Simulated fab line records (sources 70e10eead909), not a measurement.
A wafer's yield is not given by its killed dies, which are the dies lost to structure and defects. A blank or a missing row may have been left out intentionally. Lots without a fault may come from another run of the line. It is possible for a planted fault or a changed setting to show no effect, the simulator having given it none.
A struck lot beside a sound one | flow nand_harc | 13 out of 1302 route steps
Sound: wafers L510.1, L510.2, L510.4. Struck: wafer L520.2; the same lot's L520.3 was not struck, so it is left out; see the end for the cause.
Each step with rows lists, per side, the tool, then ch with its chambers, then its first start. Under that, the readings that differ: sound wafers | struck wafers | difference of the means | sigmas: that difference in standard deviations of wafers without a fault.
alike: readings whose means differ by less than 2 such deviations, and words and numbers that are the same on both sides. not compared: withheld readings, readings that some wafer has no value for, bounds like >300 that may hide the same value, and numbers for which the record gives no deviation and whose values overlap.
Wherever a step has rows on one side only, a row that says differs or no value, or a row with sigmas, the two part there. When numbers do not overlap yet have no deviation, they are printed without sigmas and do not part them. Lack of a reading on every wafer of one side parts them only where that side has two or more wafers.

first, 4 steps without rows for these wafers: NHARC_A_STAIRCASE_PEB_07 (peb time 130 s); NHARC_A_STAIRCASE_DEVELOP_08 (time 140 s); NHARC_A_STAIRCASE_HARDBAKE_10 (time 140 s); NHARC_A_STAIRCASE_DESCUM_11 (chemistry O2, time 3 s).
NHARC_A_STAIRCASE_TRIM_12: chemistry O2, time 211.2 s.
  sound on rie_diel-04 ch 0,1,3, day 15 18:32; struck on rie_diel-04 ch 3, day 20 11:30
  reading                | sound          | struck | difference | sigmas
  rf_hours_counter_h (h) | 60 59 53       | 38     | -19        |
  rf_vpp_V (V)           | 57.5 55.7 56.4 | 58.5   | +2.0       | +2
  alike: drypump_motor_current_A, oes_product_au, showerhead_plenum_p_Torr, throttle_valve_pct
NHARC_A_STAIRCASE_ETCH_13: etches the open film in C4F8/O2, target depth 100 nm, time 40.5 s.
  sound: rie_diel-04 ch 0,1,2; struck: rie_diel-04 ch 1
  reading                | sound             | struck | difference | sigmas
  oes_product_au (a.u.)  | 0.961 0.951 0.968 | 0.913  | -0.047     | -3
  rf_hours_counter_h (h) | 60 59 52          | 32     | -25        |
  alike: rf_vpp_V, run_length_s
then, 1 step without rows for these wafers: NHARC_A_STAIRCASE_TRIM_14 (chemistry O2, time 211.2 s).
NHARC_A_STAIRCASE_ETCH_15: etches the open film in C4F8/O2, target depth 100 nm, time 40.5 s.
  sound: rie_diel-04 ch 0,1,2; struck: rie_diel-04 ch 2
  reading                | sound             | struck | difference | sigmas
  oes_product_au (a.u.)  | 0.943 0.946 0.952 | 0.915  | -0.032     | -2
  rf_hours_counter_h (h) | 60 59 52          | 34     | -23        |
  alike: rf_vpp_V, run_length_s
NHARC_A_STAIRCASE_TRIM_16: chemistry O2, time 211.2 s.
  sound: rie_diel-04 ch 0,2,3; struck: rie_diel-04 ch 0
  reading                         | sound                | struck | difference | sigmas
  rf_hours_counter_h (h)          | 60 53 52             | 30     | -25        |
  showerhead_plenum_p_Torr (Torr) | 3.27 3.32 3.52       | 3.79   | +0.42      | +2
  throttle_valve_pct (%)          | 17.041 17.017 17.026 | 17.048 | +0.020     | +2
  alike: drypump_motor_current_A, oes_product_au, rf_vpp_V
then, 1 step without rows for these wafers: NHARC_A_STAIRCASE_ETCH_17 (etches the open film in C4F8/O2, target depth 100 nm, time 40.5 s).
NHARC_A_STAIRCASE_TRIM_18: chemistry O2, time 211.2 s.
  sound: rie_diel-04 ch 1,2,3; struck: rie_diel-04 ch 1
  reading                | sound    | struck | difference | sigmas
  rf_hours_counter_h (h) | 53 59 52 | 35     | -20        |
  alike: drypump_motor_current_A, oes_product_au, rf_vpp_V, showerhead_plenum_p_Torr, throttle_valve_pct
NHARC_A_STAIRCASE_ETCH_19: etches the open film in C4F8/O2, target depth 100 nm, time 40.5 s.
  sound on rie_diel-04 ch 0,1,2, day 15 19:23; struck on rie_diel-04 ch 0, day 20 15:22
  reading                | sound          | struck | difference | sigmas
  rf_hours_counter_h (h) | 60 59 52       | 30     | -27        |
  run_length_s (s)       | 61.9 61.9 61.2 | 71.8   | +10.1      | +24
  alike: oes_product_au, rf_vpp_V
next, for these wafers, 1 step has no rows: NHARC_END_SORT_01.

WHERE THEY PART
First at NHARC_A_STAIRCASE_TRIM_12; last, within this record, at NHARC_A_STAIRCASE_ETCH_19.

WHY: the cause the simulator had injected
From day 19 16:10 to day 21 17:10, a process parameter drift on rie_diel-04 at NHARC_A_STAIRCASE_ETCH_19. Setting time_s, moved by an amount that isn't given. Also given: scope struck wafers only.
